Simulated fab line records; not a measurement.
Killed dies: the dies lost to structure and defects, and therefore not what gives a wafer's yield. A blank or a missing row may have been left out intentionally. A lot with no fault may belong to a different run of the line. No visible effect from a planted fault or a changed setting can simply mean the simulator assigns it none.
Comparing a struck lot with a sound one | flow nand_harc | 39 out of 1302 route steps
Sound: these wafers, L697.1, L697.3, L697.5. The struck wafers were L701.3, L701.4, L701.6. The cause is named last.
Per side, at each step with rows, come the tool, then ch with its chambers, and then its first start. Under that, the readings that differ: sound wafers | struck wafers | difference of the means | sigmas: that difference in standard deviations of wafers without a fault.
alike: readings with means less than 2 such deviations apart, plus words and numbers identical on both sides. not compared: withheld readings, readings lacking a value on some wafer, bounds such as >300 that could conceal the same value, and numbers that have no deviation in the record and whose values overlap.
A row with sigmas, a row that says differs or no value, or rows on one side alone: a step with any of these is where the two part. When numbers do not overlap yet have no deviation, they are printed without sigmas and do not part them. A reading that every wafer of one side lacks parts them only if that side has two wafers or more.

first, 4 steps without rows for these wafers: NHARC_A_STAIRCASE_HARDBAKE_185 (time 140 s); NHARC_A_STAIRCASE_DESCUM_186 (chemistry O2, time 3 s); NHARC_A_STAIRCASE_TRIM_187 (chemistry O2, time 211.2 s); NHARC_A_STAIRCASE_ETCH_188 (etches the open film in C4F8/O2, target depth 100 nm, time 40.5 s).
NHARC_A_STAIRCASE_TRIM_189: chemistry O2, time 211.2 s.
  sound: rie_diel-08 ch 1,2,3; struck: rie_diel-08 ch 0,2,3
  alike: drypump_motor_current_A, oes_product_au, rf_vpp_V, showerhead_plenum_p_Torr, throttle_valve_pct
  not compared: rf_hours_counter_h
then, 5 steps without rows for these wafers: NHARC_A_STAIRCASE_ETCH_190 (etches the open film in C4F8/O2, target depth 100 nm, time 40.5 s); NHARC_A_STAIRCASE_TRIM_191 (chemistry O2, time 211.2 s); NHARC_A_STAIRCASE_ETCH_192 (etches the open film in C4F8/O2, target depth 100 nm, time 40.5 s); NHARC_A_STAIRCASE_TRIM_193 (chemistry O2, time 211.2 s); NHARC_A_STAIRCASE_ETCH_194 (etches the open film in C4F8/O2, target depth 100 nm, time 40.5 s).
NHARC_A_STAIRCASE_TRIM_196: chemistry O2, time 211.2 s.
  sound on rie_diel-03 ch 2,3, day 19 19:12; struck on rie_diel-10 ch 1,2,3, day 20 15:13
  alike: drypump_motor_current_A, oes_product_au, rf_vpp_V, showerhead_plenum_p_Torr, throttle_valve_pct
  not compared: rf_hours_counter_h
NHARC_A_STAIRCASE_ETCH_197: etches the open film in C4F8/O2, target depth 100 nm, time 40.5 s.
  sound: rie_diel-03 ch 0,2,3; struck: rie_diel-10 ch 0,1,3
  alike: bias_w, oes_product_au, rf_vpp_V
  not compared: rf_hours_counter_h
then, 2 steps without rows for these wafers: NHARC_A_STAIRCASE_TRIM_198 (chemistry O2, time 211.2 s); NHARC_A_STAIRCASE_ETCH_199 (etches the open film in C4F8/O2, target depth 100 nm, time 40.5 s).
NHARC_A_STAIRCASE_TRIM_200: chemistry O2, time 211.2 s.
  sound: rie_diel-03 ch 0,2,3; struck: rie_diel-10 ch 0,1,2
  alike: drypump_motor_current_A, oes_product_au, rf_vpp_V, showerhead_plenum_p_Torr, throttle_valve_pct
  not compared: rf_hours_counter_h
NHARC_A_STAIRCASE_ETCH_201: etches the open film in C4F8/O2, target depth 100 nm, time 40.5 s.
  sound: rie_diel-03 ch 0,2; struck: rie_diel-10 ch 1,2,3
  alike: bias_w, oes_product_au, rf_vpp_V
  not compared: rf_hours_counter_h
then, 15 steps without rows for these wafers: NHARC_A_STAIRCASE_TRIM_202 (chemistry O2, time 211.2 s); NHARC_A_STAIRCASE_ETCH_203 (etches the open film in C4F8/O2, target depth 100 nm, time 40.5 s); NHARC_A_STAIRCASE_STRIP_205 (strips in O2); NHARC_A_STAIRCASE_STRIP_206 (strips in SPM, time 900 s); NHARC_A_STAIRCASE_PRECLEAN_207 (cleans in SC1); NHARC_A_STAIRCASE_SRD_208; NHARC_A_STAIRCASE_DEHYDRATE_209 (time 120 s); NHARC_A_STAIRCASE_HMDS_210 (time 30 s); NHARC_A_STAIRCASE_COAT_211; NHARC_A_STAIRCASE_SOFTBAKE_212 (time 170 s); NHARC_A_STAIRCASE_EBR_213; NHARC_A_STAIRCASE_EXPOSE_214 (exposes mask STAIR 3); NHARC_A_STAIRCASE_PEB_215 (peb time 130 s); NHARC_A_STAIRCASE_DEVELOP_216 (time 140 s); NHARC_A_STAIRCASE_HARDBAKE_218 (time 140 s).
NHARC_A_STAIRCASE_DESCUM_219: chemistry O2, time 3 s.
  sound on rie_diel-03 ch 2,3, day 19 22:05; struck on rie_diel-08 ch 0,2, day 20 17:46
  reading               | sound             | struck            | difference | sigmas
  oes_product_au (a.u.) | 0.976 0.992 0.966 | 1.000 1.018 1.007 | +0.030     | +3
  alike: drypump_motor_current_A, rf_vpp_V, showerhead_plenum_p_Torr, throttle_valve_pct
  not compared: rf_hours_counter_h
then, 6 steps without rows for these wafers: NHARC_A_STAIRCASE_TRIM_220 (chemistry O2, time 211.2 s); NHARC_A_STAIRCASE_ETCH_221 (etches the open film in C4F8/O2, target depth 100 nm, time 40.5 s); NHARC_A_STAIRCASE_TRIM_222 (chemistry O2, time 211.2 s); NHARC_A_STAIRCASE_ETCH_223 (etches the open film in C4F8/O2, target depth 100 nm, time 40.5 s); NHARC_A_STAIRCASE_TRIM_224 (chemistry O2, time 211.2 s); NHARC_A_STAIRCASE_ETCH_225 (etches the open film in C4F8/O2, target depth 100 nm, time 40.5 s).
-- the record jumps here: 9 days lie between the struck wafers' starts before and after (it left off in module A_STAIRCASE and takes up again in module END, whose first step shown is number 1302 of the route) --
NHARC_END_SORT_01:
  only the struck wafers appear in the record here, on prober-01 ch 0 at day 29 19:43; the sound ones have no rows

== WHERE THEY PART ==
First at NHARC_A_STAIRCASE_DESCUM_219; last, within this record, at NHARC_END_SORT_01.

WHY: the cause the simulator had injected
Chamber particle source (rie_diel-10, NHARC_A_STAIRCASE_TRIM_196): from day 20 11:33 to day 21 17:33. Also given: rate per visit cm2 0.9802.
